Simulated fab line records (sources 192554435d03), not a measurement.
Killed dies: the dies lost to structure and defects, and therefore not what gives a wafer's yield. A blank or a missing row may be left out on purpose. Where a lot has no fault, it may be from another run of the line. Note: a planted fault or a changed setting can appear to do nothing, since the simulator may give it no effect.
Chamber matching    flow n5 finfet    N5_FIN_SAQP_MANDREL2_REMOVE_60 on rie si-04 has 4 sister chambers
The step chemistry HBr/Cl2/O2, target a-Si, stops on SiNx, bt time 10 s. 20 wafers are shown with their chamber, then 10 later ones without.

== WAFERS WITH THEIR CHAMBER ==
wafer   chamber  drypump motor current A (A)  throttle valve pct (%)  he backside leak sccm (sccm)
L078.2  1        4.9                          36.4                    2.67
L078.4  3        5.5                          37.0                    2.88
L078.6  3        5.5                          37.0                    2.65
L080.1  3        5.5                          37.0                    2.87
L080.3  0        6.0                          36.9                    2.84
L080.6  1        4.8                          36.4                    2.36
L086.1  3        5.5                          37.0                    2.64
L086.3  2        6.5                          37.0                    2.34
L086.5  2        6.5                          37.0                    2.45
L087.3  3        5.5                          37.0                    2.75
L087.4  1        4.8                          36.4                    2.38
L087.6  0        6.0                          36.5                    2.88
L088.2  0        6.0                          36.5                    2.71
L088.5  0        6.0                          36.6                    2.75
L088.6  1        4.9                          36.4                    2.33
L090.1  2        6.5                          37.0                    2.36
L090.3  0        6.0                          36.6                    2.66
L090.5  3        5.5                          37.0                    2.68
L094.1  2        6.5                          37.0                    2.37
L094.4  0        6.0                          36.5                    2.76

SIGNATURES (averages over the wafers above)
reading                  chamber 0  chamber 1  chamber 2  chamber 3  scatter within a chamber
drypump motor current A  6.000      4.850      6.500      5.500      0.025
throttle valve pct       36.600     36.400     37.000     37.000     0.0866
he backside leak sccm    2.7667     2.4350     2.3800     2.7450     0.104
Rule: distance of a wafer from a chamber = root of the sum over the readings of ((wafer's reading minus chamber's mean) / reading's scatter) squared. If the next closest chamber is less than 2 further off than the closest, the wafer can't be placed; otherwise it belongs to the closest. The scatter: take each reading less its chamber's mean, square it, sum over the shown wafers, divide by the number of wafers less the number of chambers, and take the root.

== WAFERS WHOSE CHAMBER IS MISSING ==
wafer   drypump motor current A (A)  throttle valve pct (%)  he backside leak sccm (sccm)
L094.6  5.5                          37.1                    2.63
L095.1  6.0                          36.6                    2.77
L095.3  4.9                          36.4                    2.75
L095.4  6.5                          37.0                    2.46
L096.2  5.5                          37.0                    2.83
L096.4  4.9                          36.4                    2.56
L096.6  4.8                          36.4                    2.79
L097.1  6.5                          37.0                    2.71
L097.5  6.5                          37.0                    2.63
L097.6  5.5                          37.0                    2.84

== WHICH CHAMBER EACH ONE RAN IN ==
wafer   from the rows above  in truth
L094.6  3                    3
L095.1  0                    0
L095.3  1                    1
L095.4  2                    2
L096.2  3                    3
L096.4  1                    1
L096.6  1                    1
L097.1  2                    2
L097.5  2                    2
L097.6  3                    3
Correctly placed: 10 of 10. Left unplaced by these rows: 0. Placed wrongly: 0.
